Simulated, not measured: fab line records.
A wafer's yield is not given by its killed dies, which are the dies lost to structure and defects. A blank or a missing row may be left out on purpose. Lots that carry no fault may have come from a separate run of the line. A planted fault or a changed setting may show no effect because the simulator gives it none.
A struck lot beside a sound one -- flow nandHarc -- 14 steps out of a route of 1302
Sound: wafers L478.3, L478.5, L478.6. Struck: wafers L487.2, L487.3 (left out: L487.1, a lot-mate that was not struck); the cause follows at the end.
For every step that has rows: the tool of each side, followed by ch and its chambers, followed by its first start. Under that, the readings that differ: sound wafers -- struck wafers -- difference of the means -- sigmas: that difference in standard deviations of wafers without a fault.
alike: a reading whose means differ by less than 2 such deviations, as well as words and numbers matching on both sides. not compared: withheld readings; readings where some wafer has no value; bounds like >300 that might hide an equal value; numbers whose values overlap and for which the record gives no deviation.
The two part at a step that has a row with sigmas, a row that says differs or no value, or rows on one side only. Numbers that have no deviation but don't overlap get no sigmas and don't part them. A reading that every wafer of one side lacks parts them only if that side has two wafers or more.

first, 8 steps without rows for these wafers: NHARC_THIN_TSV_DEHYDRATE_25 (time 120 s); NHARC_THIN_TSV_HMDS_26 (time 30 s); NHARC_THIN_TSV_COAT_27; NHARC_THIN_TSV_SOFTBAKE_28 (time 95 s); NHARC_THIN_TSV_EBR_29; NHARC_THIN_TSV_EXPOSE_30 (exposes mask PAD); NHARC_THIN_TSV_PEB_31 (peb time 85 s); NHARC_THIN_TSV_DEVELOP_32 (time 70 s).
NHARC_THIN_TSV_CD_MEAS_33: the cd target is 5000 nm.
  sound on cdSem-03 ch 0, day 27 15:36; struck on cdSem-02 ch 0, day 32 08:42
reading,sound,struck,difference,sigmas
cdNm (nm),4999.9 4996.3 4993.2,4999.9 5001.8,+4.4,+2
then, 1 step without rows for these wafers: NHARC_THIN_TSV_HARDBAKE_34 (time 80 s).
NHARC_THIN_TSV_DESCUM_35: chemistry O2, time 3 s.
  sound on rieDiel-11 ch 2,3, day 27 15:45; struck on rieDiel-03 ch 0,2, day 32 08:52
  alike: drypumpMotorCurrentA, oesProductAu, rfVppV, showerheadPlenumPTorr, throttleValvePct
  not compared: rfHoursCounterH
NHARC_THIN_TSV_ETCH_59: etches the open film in Cl2/BCl3, target depth 880 nm, time 138.1 s.
  sound on rieMetal-03 ch 0,1, day 27 15:58; struck on rieMetal-03 ch 0,1, day 32 08:59
reading,sound,struck,difference,sigmas
mfcCl2Sccm (sccm),60.43 60.12 60.56,59.85 59.97,-0.46,-2
  alike: drypumpMotorCurrentA, oesProductAu, throttleValvePct
  not compared: rfHoursCounterH
NHARC_THIN_TSV_ETCH_36: etches the open film in Cl2/BCl3, target depth 65 nm, time 18.571 s.
  sound on rieMetal-03 ch 0,1, day 27 16:10; struck on rieMetal-03 ch 0, day 32 09:15
reading,sound,struck,difference,sigmas
oesProductAu (a.u.),1.023 0.986 1.015,0.831 0.836,-0.175,-18
  alike: drypumpMotorCurrentA
  not compared: rfHoursCounterH
NHARC_THIN_TSV_STRIP_56: strips in O2.
  sound on plasmaAsher-02 ch 0,1, day 27 16:23; struck on plasmaAsher-02 ch 0, day 32 09:21
  alike: drypumpMotorCurrentA, heaterPowerW
  not compared: rfHoursCounterH

## WHERE THEY PART
First at NHARC_THIN_TSV_CD_MEAS_33; last, within this record, at NHARC_THIN_TSV_ETCH_36. Later steps at which nothing parts them and some readings are alike: NHARC_THIN_TSV_STRIP_56.

WHY: the cause the simulator had injected
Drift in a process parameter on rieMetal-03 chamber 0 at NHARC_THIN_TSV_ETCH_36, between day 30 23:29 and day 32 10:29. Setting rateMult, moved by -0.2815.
